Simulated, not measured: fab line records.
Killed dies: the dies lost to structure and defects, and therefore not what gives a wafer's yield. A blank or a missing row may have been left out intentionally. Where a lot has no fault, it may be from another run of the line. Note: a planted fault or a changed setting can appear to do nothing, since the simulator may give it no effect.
A lot that was struck, set against a sound lot | flow n5_finfet | 15 steps out of a route of 1938
Sound: the wafers L289.1, L289.2, L289.4. The struck wafers were L296.4, L296.5, L296.6. The cause is given at the end.
Each step with rows lists, per side, the tool, then ch with its chambers, then its first start. Under that, the readings that differ: sound wafers | struck wafers | difference of the means | sigmas: that difference in standard deviations of wafers without a fault.
alike: words and numbers the same on both sides, and readings whose means are apart by under 2 such deviations; not compared: readings that were withheld, readings missing a value for some wafer, numbers with overlapping values and no deviation given by the record, and bounds like >300 which may hide the same value.
Wherever a step has rows on one side only, a row that says differs or no value, or a row with sigmas, the two part there. When numbers do not overlap yet have no deviation, they are printed without sigmas and do not part them. A reading that every wafer of one side lacks parts them only if that side has two wafers or more.

N5_BEOL_M9_CD_MEAS_35: target cd 70 nm, target cd y 40 nm.
  sound on cd_sem-01, day 12 00:22; struck on cd_sem-03, day 13 21:40
  alike: cd_nm
N5_BEOL_M9_CURE_72: cures SiCOH lowk, time 120 s.
  sound on uv_cure-01 ch 2, day 12 00:25; struck on uv_cure-01 ch 2, day 13 21:51
  alike: lamp_power_pct, wafer_temp_C_max
then, 1 step without rows for these wafers: N5_BEOL_M9_DEGAS_44 (time 60 s).
N5_BEOL_M9_PRE_CLEAN_45: time 30 s.
  sound on pvd_sputter-03, day 12 00:49; struck on pvd_sputter-03, day 13 22:04
  alike: heater_power_w
then, 1 step without rows for these wafers: N5_BEOL_M9_ALD_74 (deposits TaN, target thk 2 nm, pulse time 2 s, purge time 3 s).
N5_BEOL_M9_SURFACE_TREAT_79:
  sound on pvd_sputter-01, day 12 01:13; struck on pvd_sputter-03, day 13 22:25
  not compared: throttle_valve_pct
then, 3 steps without rows for these wafers: N5_BEOL_M9_CVD_78 (deposits Co from CCTBA/H2, target thk 2 nm, time 138.9 s); N5_BEOL_M9_SPUTTER_48 (material Cu, target thk 12 nm, time 2 s); N5_BEOL_M9_ECD_50 (material Cu, target thk 318 nm).
N5_BEOL_M9_ANNEAL_51: time 90 s.
  sound on rtp_anneal-02 ch 0, day 12 02:03; struck on rtp_anneal-01 ch 0, day 13 23:13
  alike: wafer_temp_C_max
then, 1 step without rows for these wafers: N5_BEOL_M9_CMP_52 (polishes, stops on SiCOH lowk, t overpolish 7 s, target thk 140 nm).
N5_BEOL_M9_THK_MEAS_53: measures by xrf.
  sound on film_metro-02, day 12 02:38; struck on film_metro-01, day 13 23:41
  alike: M9_THK
N5_BEOL_M9_PRE_CLEAN_55: time 15 s.
  sound on pecvd-04 ch 0,2, day 12 02:41; struck on pecvd-04 ch 0,1,2, day 13 23:44
  reading            | sound             | struck            | difference | sigmas
  rf_fwd_power_W (W) | 295.6 291.7 296.0 | 236.8 231.2 233.9 | -60.5      | -36
N5_BEOL_M9_DEP_56: deposits SiCN from 3MS/NH3, target thk 15 nm, time 26.5 s.
  sound on pecvd-04 ch 0,2, day 12 02:42; struck on pecvd-04 ch 0,1,2, day 13 23:46
  alike: showerhead_plenum_p_Torr, throttle_valve_pct
-- a jump in the record: the struck wafers' starts before and after are 2 days apart (it breaks off in module BEOL_M9 and resumes in module PASSIVATION, where the first step shown is number 1936 of the route) --
N5_PASSIVATION_PROBE_49:
  sound on prober-01, day 14 10:23; struck on prober-02, day 16 07:16
  alike: defect_limited_yield, killed_at_M0_to_M3, killed_at_M4_up, killed_at_contacts, killed_at_front_end, killed_at_other, killed_dies, killed_on_rim, killed_open, killed_short, sort_bin_4_leakage, sort_bin_5_function, sort_bin_6_memory, sort_n_pass, sort_yield_pct

## WHERE THEY PART
Within this record, at N5_BEOL_M9_PRE_CLEAN_55 only. Later steps at which nothing parts them and some readings are alike: N5_BEOL_M9_DEP_56, N5_PASSIVATION_PROBE_49.

WHY: what the simulator had put in
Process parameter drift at N5_BEOL_M9_PRE_CLEAN_55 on pecvd-04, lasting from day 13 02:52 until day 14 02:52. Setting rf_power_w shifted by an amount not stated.
